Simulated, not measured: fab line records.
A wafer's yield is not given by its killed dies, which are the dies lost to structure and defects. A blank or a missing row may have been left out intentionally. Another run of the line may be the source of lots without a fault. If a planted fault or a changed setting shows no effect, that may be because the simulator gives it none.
Matching of chambers | flow n5-finfet | N5_BEOL_M3_ALD_98 on ald-sin-03 has 4 sister chambers
The step deposits SiO2, target thk 2.5 nm, pulse time 1 s, co reactant pulse time 1 s. 8 wafers are shown with their chamber, then 9 later ones without.

== EACH WAFER AND ITS CHAMBER ==
wafer  | chamber | heater-power-w (W) | precursor-pulse-height-rel
L083.6 | 0       | 78                 | 0.972
L085.6 | 0       | 78                 | 0.978
L086.1 | 1       | 65                 | 0.999
L086.3 | 3       | 84                 | 0.984
L086.4 | 2       | 71                 | 0.979
L087.1 | 1       | 66                 | 0.987
L087.2 | 3       | 86                 | 1.006
L087.3 | 2       | 72                 | 0.997

== WAFERS MISSING THEIR CHAMBER ==
wafer  | heater-power-w (W) | precursor-pulse-height-rel
L087.4 | 78                 | 0.985
L087.5 | 88                 | 0.952
L087.6 | 73                 | 0.984
L089.2 | 87                 | 0.995
L089.5 | 73                 | 0.965
L089.6 | 86                 | 0.962
L095.1 | 68                 | 1.007
L095.2 | 73                 | 0.995
L095.4 | 88                 | 0.939

== WHICH CHAMBER EACH WENT THROUGH ==
wafer  | from the rows above     | in truth
L087.4 | 0                       | 0
L087.5 | 3                       | 3
L087.6 | 2                       | 2
L089.2 | 3                       | 3
L089.5 | 2                       | 2
L089.6 | 3                       | 3
L095.1 | can't be placed: 1 or 2 | 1
L095.2 | 2                       | 2
L095.4 | 3                       | 3
8 of 9 placed correctly. These rows do not allow placing 1 (true chamber among the candidates in 1). Placed wrongly: 0.
How it was worked out, from the rows above alone: a wafer's distance from a chamber is the root of the sum, over the readings, of the square of ((its reading less the chamber's mean) divided by the reading's scatter). The wafer belongs to the nearest chamber; if the next one is less than 2 further off, it can't be placed. For every chamber, the mean is computed from those of its wafers that are shown. The scatter: the root of (the sum of the squares of (reading less its chamber's mean) over the shown wafers, divided by (wafers less chambers)).
